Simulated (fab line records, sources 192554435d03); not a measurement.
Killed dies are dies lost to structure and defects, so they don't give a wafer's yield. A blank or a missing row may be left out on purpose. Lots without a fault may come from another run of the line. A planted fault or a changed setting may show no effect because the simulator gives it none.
fab line records | flow n5_finfet
record lots=10 wafers=30 last_day=18
route steps=1938 shown MIM_BOT_LITHO@1865 PASS1_CAP@1874 PAD_METAL@1894 PASSIVATION@1901
lots that met no fault: from a run of the same line without faults
start_h: hours from the record's first day to the start of the lot's first wafer shown | wait_h: hours since the lot's step before | " the same as in the row above | L1.1+2: a row that stands for several wafers | - no value, or no start given | * or withheld: withheld | < > ~ a bound
route shown NAME@n: a module of which the file shows steps, and the number in the route of the first | usual: mean/standard deviation of fault-free wafers | same: alike in all rows | chamber/n: place in a boat | sites: the reading at each site | _std_site: their standard deviation | _edge_site: outer sites' mean less inner sites' | radius_mm: how far each site lies from the wafer's centre | mask NAME#n: copy n | behind: the tool/chamber that last shaped the wafer | hold: why the lot was held/for how many hours/how that ended | device: the transistor (n, p or np) that didn't switch | end of line: the same wafers' tests at the end of the route | a step without rows: its recipe alone | killed: dies lost to structure and defects at the first sort, not the wafer's yield | map: a wafer's dies, x killed, . not, _ none there
set.NAME: the setting as run; set.NAME@STEP: as run at that earlier step | model.NAME: the simulator's own value behind a step, which no gauge read
steps of the route over a sample of lots; a table a step, a row a wafer
services: from which hour (start_h, from the record's first day; less than 0 if before it) a tool's chamber was out of use, for how many hours, and why
## steps
# step N5_MIM_BOT_LITHO_DESCUM_10
# recipe chemistry=O2 time_s=7.9 source_power_w=50 bias_power_w=20 pressure_mtorr=20 rf_frequency_hz=2.712e+07 temp_c=40 o2_flow_sccm=225
# usual drypump_motor_current_A=5.5/0.4 oes_product_au=0.81/0.074 rf_vpp_V=243.9/1.4 showerhead_plenum_p_Torr=2.14/0.073 temp_c=40.01/0.11 throttle_valve_pct=20.48/0.21
# columns lot.wafer tool chamber start_h wait_h drypump_motor_current_A oes_product_au rf_hours_counter_h rf_vpp_V showerhead_plenum_p_Torr temp_c throttle_valve_pct
L433.1 rie_diel-03 2 260.38 0.0 6.0 0.85 67 246.0 2.22 40.08 20.24
L433.5 " 2 " " 6.0 0.84 - 244.6 2.22 40.03 20.22
L433.6 " 3 " " 5.4 0.76 - 244.4 2.19 39.97 20.44
L434.3 rie_diel-03 2 266.06 0.0 6.0 0.84 69 244.6 2.22 40.00 20.22
L434.4 " 0 " " 5.5 0.72 - 242.5 1.97 39.95 20.87
L434.6 " 3 " " 5.5 0.76 - 244.1 2.19 39.92 20.44
L436.1 rie_diel-01 3 289.59 0.7 5.6 0.73 151 241.6 2.10 39.88 20.31
L436.4 " 0 " " 5.8 0.86 50 243.6 2.13 39.93 20.50
L436.5 " 3 " " 5.6 0.73 - 243.1 2.10 39.98 20.32
L437.1 rie_diel-03 1 292.88 0.0 5.0 0.87 38 245.1 2.20 40.03 20.20
L437.3 " 0 " " 5.5 0.70 224 241.5 1.97 40.06 20.90
L437.5 " 2 " " 6.0 0.82 - 244.3 2.21 40.11 20.24
L441.1 rie_diel-01 0 341.13 0.0 5.8 0.83 70 244.8 2.13 39.77 20.55
L441.4 " 3 " " 5.6 0.71 170 242.9 2.10 39.99 20.34
L441.5 " 0 " " 5.8 0.84 - 244.8 2.13 40.10 20.52
L444.1 rie_diel-01 1 346.20 0.0 5.0 0.90 26 242.9 2.14 40.22 20.44
L444.3 " 3 " " 5.6 0.71 172 242.3 2.10 40.01 20.34
L444.6 " 2 " " 5.9 0.85 - 244.8 2.25 39.98 20.78
L448.2 rie_diel-03 2 364.29 0.0 6.0 0.79 106 244.9 2.20 39.92 20.28
L448.3 " 1 " " 5.1 0.83 64 244.4 2.19 40.06 20.24
L448.5 " 2 " " 6.0 0.79 - 244.8 2.20 40.15 20.28
L446.1 rie_diel-05 3 368.11 0.0 6.3 0.83 79 243.0 2.06 39.78 20.11
L446.2 " 2 " " 5.7 0.94 18 243.1 2.05 39.93 20.49
L446.5 " 0 " " 4.7 0.80 - 244.6 2.12 40.14 20.23
L450.2 rie_diel-01 2 385.94 0.1 5.9 0.83 77 244.7 2.25 39.90 20.80
L450.5 " 1 " " 5.0 0.86 - 244.0 2.13 39.90 20.46
L450.6 " 2 " " 5.9 0.83 - 244.8 2.25 39.98 20.80
L455.2 rie_diel-01 1 416.14 0.0 5.0 0.84 52 243.5 2.13 40.02 20.48
L455.3 " 2 " " 5.9 0.83 87 245.8 2.24 40.02 20.82
L455.4 " 0 " " 5.8 0.80 98 244.2 2.12 39.88 20.57
# step N5_PASSIVATION_PECVD_01
# recipe material=SiNx target_thk_a=2000 temp_c=400 precursor=SiH4/NH3/N2 pressure_torr=4.9 rf_w=1406 time_s=43.2
# usual heater_power_w=367/140 showerhead_plenum_p_Torr=8.67/0.061 throttle_valve_pct=29.2/2.1
# columns lot.wafer tool chamber start_h wait_h heater_power_w showerhead_plenum_p_Torr throttle_valve_pct
L433.1 pecvd-01 2 261.31 0.0 402 8.73 26.0
L433.5 " 0 " " 372 8.58 27.8
L433.6 " 2 " " 279 8.73 25.6
L434.3 pecvd-03 0 267.00 0.0 669 8.64 30.0
L434.4 " 1 " " 439 8.77 29.8
L434.6 " 0 " " 679 8.65 30.1
L436.1 pecvd-01 0 290.65 0.0 346 8.61 27.7
L436.4 " 2 " " 414 8.75 25.8
L436.5 " 0 " " 349 8.59 27.6
L437.1 pecvd-03 2 293.80 0.0 280 8.66 29.3
L437.3 " 1 " " 470 8.78 29.6
L437.5 " 0 " " 669 8.68 30.2
L441.1 pecvd-03 1 342.26 0.0 347 8.78 29.7
L441.4 " 0 " " 596 8.64 30.2
L441.5 " 2 " " 268 8.67 29.8
L444.1 pecvd-03 0 347.27 0.0 721 8.65 30.3
L444.3 " 2 " " 342 8.63 29.9
L444.6 " 1 " " 438 8.78 29.8
L448.2 pecvd-03 0 365.26 0.0 599 8.65 30.1
L448.3 " 1 " " 477 8.77 29.6
L448.5 " 0 " " 636 8.65 30.1
L446.1 pecvd-01 1 369.03 0.0 233 8.77 30.7
L446.2 " 2 " " 342 8.73 26.3
L446.5 " 1 " " 242 8.72 31.3
L450.2 pecvd-03 1 386.86 0.0 507 8.79 30.1
L450.5 " 0 " " 704 8.65 30.0
L450.6 " 1 " " 506 8.79 29.6
L455.2 pecvd-04 2 417.06 0.0 288 8.65 26.2
L455.3 " 0 " " 297 8.59 33.1
L455.4 " 2 " " 290 8.65 26.0
# step N5_PASSIVATION_PRE_CLEAN_19
# recipe gas=H2/He time_s=* temp_c=*
# usual heater_power_w=454/46
# columns lot.wafer tool chamber start_h wait_h heater_power_w
L433.1 pvd_sputter-02 - 264.14 0.0 384
L433.5 " - " " 457
L433.6 " - " " 459
L434.3 pvd_sputter-01 - 272.85 0.0 465
L434.4 " - " " 526
L434.6 " - " " 454
L436.1 pvd_sputter-01 - 294.25 0.0 448
L436.4 " - " " 418
L436.5 " - " " 521
L437.1 pvd_sputter-02 - 297.20 0.0 500
L437.3 " - " " 455
L437.5 " - " " 384
L441.1 pvd_sputter-02 - 344.07 0.0 457
L441.4 " - " " 396
L441.5 " - " " 449
L444.1 pvd_sputter-03 - 349.32 0.0 384
L444.3 " - " " 449
L444.6 " - " " 528
L448.2 pvd_sputter-02 - 368.77 0.0 459
L448.3 " - " " 390
L448.5 " - " " 465
L446.1 pvd_sputter-03 - 373.64 0.0 536
L446.2 " - " " 386
L446.5 " - " " 379
L450.2 pvd_sputter-02 - 391.67 0.0 498
L450.5 " - " " 467
L450.6 " - " " 492
L455.2 pvd_sputter-01 - 418.78 0.0 415
L455.3 " - " " 480
L455.4 " - " " 522
# step N5_PASSIVATION_EXPOSE_27
# recipe mask_id=PAD na=0.55 source_shape=conventional sigma_outer=0.8 polarization=unpolarized defocus_nm=0 dose_mj=32.3
# usual exposure_dose_mJ_cm2=32.30/0.032
# columns lot.wafer tool chamber start_h wait_h mask exposure_dose_mJ_cm2
L433.1 krf_scanner-02 0 264.57 - PAD#0 32.30
L433.5 " 0 " " PAD#0 32.30
L433.6 " 0 " " PAD#0 32.34
L434.3 krf_scanner-02 0 273.30 - PAD#0 32.26
L434.4 " 0 " " PAD#0 32.28
L434.6 " 0 " " PAD#0 32.30
L436.1 krf_scanner-01 0 294.81 - PAD#0 32.33
L436.4 " 0 " " PAD#0 32.27
L436.5 " 0 " " PAD#0 32.29
L437.1 krf_scanner-01 0 297.64 - PAD#0 32.29
L437.3 " 0 " " PAD#0 32.26
L437.5 " 0 " " PAD#0 32.31
L441.1 krf_scanner-01 0 344.51 - PAD#0 25.52
L441.4 " 0 " " PAD#0 25.48
L441.5 " 0 " " PAD#0 25.55
L444.1 krf_scanner-01 0 349.75 - PAD#0 25.44
L444.3 " 0 " " PAD#0 25.47
L444.6 " 0 " " PAD#0 25.49
L448.2 krf_scanner-02 0 369.33 - PAD#0 32.24
L448.3 " 0 " " PAD#0 32.27
L448.5 " 0 " " PAD#0 32.23
L446.1 krf_scanner-02 0 374.20 - PAD#0 32.35
L446.2 " 0 " " PAD#0 32.36
L446.5 " 0 " " PAD#0 32.37
L450.2 krf_scanner-02 0 392.23 - PAD#0 32.33
L450.5 " 0 " " PAD#0 32.33
L450.6 " 0 " " PAD#0 32.28
L455.2 krf_scanner-02 0 419.35 - PAD#0 32.37
L455.3 " 0 " " PAD#0 32.27
L455.4 " 0 " " PAD#0 32.29
# step N5_PASSIVATION_CD_MEAS_30
# recipe target_cd_nm=4000 landing_energy_ev=500 detector=se_inlens polarity=opening
# usual cd_nm=4000/3.4
# columns lot.wafer tool chamber start_h wait_h cd_nm
L433.1 cd_sem-03 0 264.75 - 3997
L433.5 " 0 " " 3997
L433.6 " 0 " " 3998
L434.3 cd_sem-01 0 273.47 - 3999
L434.4 " 0 " " 4000
L434.6 " 0 " " 3999
L436.1 cd_sem-03 0 294.99 - 4002
L436.4 " 0 " " 4001
L436.5 " 0 " " 4003
L437.1 cd_sem-01 0 297.81 - 3999
L437.3 " 0 " " 4004
L437.5 " 0 " " 4001
L441.1 cd_sem-01 0 344.68 - 3964
L441.4 " 0 " " 3958
L441.5 " 0 " " 3959
L444.1 cd_sem-01 0 349.93 - 3957
L444.3 " 0 " " 3958
L444.6 " 0 " " 3960
L448.2 cd_sem-02 0 369.50 - 4002
L448.3 " 0 " " 4000
L448.5 " 0 " " 3999
L446.1 cd_sem-02 0 374.38 - 3997
L446.2 " 0 " " 3999
L446.5 " 0 " " 3994
L450.2 cd_sem-01 0 392.40 - 3999
L450.5 " 0 " " 4004
L450.6 " 0 " " 4004
L455.2 cd_sem-02 0 419.52 - 3998
L455.3 " 0 " " 3998
L455.4 " 0 " " 3996
# step N5_PASSIVATION_PROBE_49
# usual defect_limited_yield=91.0/1.4 killed_at_M0_to_M3=35/10 killed_at_M4_up=14/5.5 killed_at_contacts=13/5.6 killed_at_front_end=41/11 killed_at_other=4/3.4 killed_dies=106/16 killed_open=68/12 killed_short=35/7.3 sort_bin_4_leakage=0.3/2.1 sort_bin_5_function=5.3/0.89 sort_bin_6_memory=3.4/0.67 sort_n_pass=1070/28 sort_yield_pct=90.7/2.4
# same gross_dies=1180 killed_at_back_side=0 sort_bin_8_speed[%]=0
# columns lot.wafer tool chamber start_h wait_h defect_limited_yield[%] killed_at_M0_to_M3 killed_at_M4_up killed_at_contacts killed_at_front_end killed_at_other killed_dies killed_open killed_short sort_bin_4_leakage[%] sort_bin_5_function[%] sort_bin_6_memory[%] sort_n_pass sort_yield_pct[%]
L444.1 prober-02 - 355.28 0.0 89.2 41 18 13 49 7 128 88 36 0 5.3 5.3 1052 89.2
L444.3 prober-02 - 355.38 0.1 89.8 36 19 14 44 7 120 80 37 0 6.0 3.5 1060 89.8
L444.6 prober-02 - 355.53 0.3 93.6 34 15 8 18 1 76 52 20 5.3 3.0 3.1 1041 88.2
# killed by level:class
L444.1 STI_FIN_REVEAL:geometric_particle:open=16 BEOL_M2:geometric_particle:open=10 MOL_CONTACT_COAG:geometric_particle:open=9 FIN_SAQP:geometric_particle:open=8 BEOL_M3:geometric_particle:open=8 BEOL_M4:geometric_particle:open=7 FIN_SAQP:geometric_particle:short=5 BEOL_M0_SAQP:geometric_particle:open=5
L444.3 STI_FIN_REVEAL:geometric_particle:open=12 MOL_CONTACT_COAG:geometric_particle:open=11 BEOL_M4:geometric_particle:open=8 FIN_SAQP:geometric_particle:open=7 FIN_SAQP:geometric_particle:short=7 BEOL_M5:geometric_particle:open=7 BEOL_M3:geometric_particle:open=6 STI_FIN_REVEAL:geometric_particle:short=5
L444.6 BEOL_M1:geometric_particle:open=9 MOL_CONTACT_COAG:geometric_particle:open=7 BEOL_M3:geometric_particle:open=7 BEOL_M0_SAQP:geometric_particle:open=6 BEOL_M8:geometric_particle:open=5 FIN_SAQP:geometric_particle:short=3 DUMMY_GATE:geometric_particle:open=3 BEOL_M0_SAQP:geometric_particle:short=3
## services
# columns tool chamber start_h hours kind
pecvd-03 2 237.88 5.4 repair
krf_scanner-02 0 241.36 - calibration
pecvd-03 2 245.09 5.5 scheduled_down
rie_diel-05 2 248.24 5.7 repair
krf_scanner-02 - 255.21 1.3 pm
rie_diel-03 1 260.43 9.6 repair
rie_diel-03 3 273.20 6.0 repair
rie_diel-05 - 280.28 28.1 pm
krf_scanner-02 - 290.67 3.6 pm
krf_scanner-02 - 298.18 2.0 repair
pecvd-04 1 302.38 10.1 repair
krf_scanner-01 - 306.38 0.8 pm
pecvd-03 2 309.52 7.6 repair
rie_diel-03 1 316.51 4.1 repair
pvd_sputter-03 - 316.53 4.6 repair
pecvd-01 1 319.44 7.1 repair
krf_scanner-02 - 323.12 0.8 pm
rie_diel-03 2 343.20 4.2 repair
krf_scanner-01 - 352.60 1.0 pm
pvd_sputter-02 - 361.06 3.8 repair
krf_scanner-02 - 363.96 1.0 pm
krf_scanner-01 - 384.15 1.3 pm
rie_diel-03 0 396.55 16.0 repair
pvd_sputter-01 - 402.82 1.1 repair
## key
first_sign step=N5_PASSIVATION_EXPOSE_27 reading=exposure_dose_mJ_cm2 direction=down sigmas=99+ usual=32.30 struck=25.49
effect step=N5_PASSIVATION_CD_MEAS_30 reading=cd_nm direction=down sigmas=12 usual=4000 struck=3959
met_at N5_PASSIVATION_EXPOSE_27
struck_lots L441,L444
not_acting_at N5_MIM_BOT_LITHO_DESCUM_10,N5_PASSIVATION_PECVD_01,N5_PASSIVATION_PRE_CLEAN_19
onset_between 297.64 344.51
fault kind=process_parameter_drift tool=krf_scanner-01 chamber=- onset_h=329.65 steps=N5_PASSIVATION_EXPOSE_27 channel=dose_mj offset=-6.8151 shape=step acts_in=these_recipes_only stated=32.3
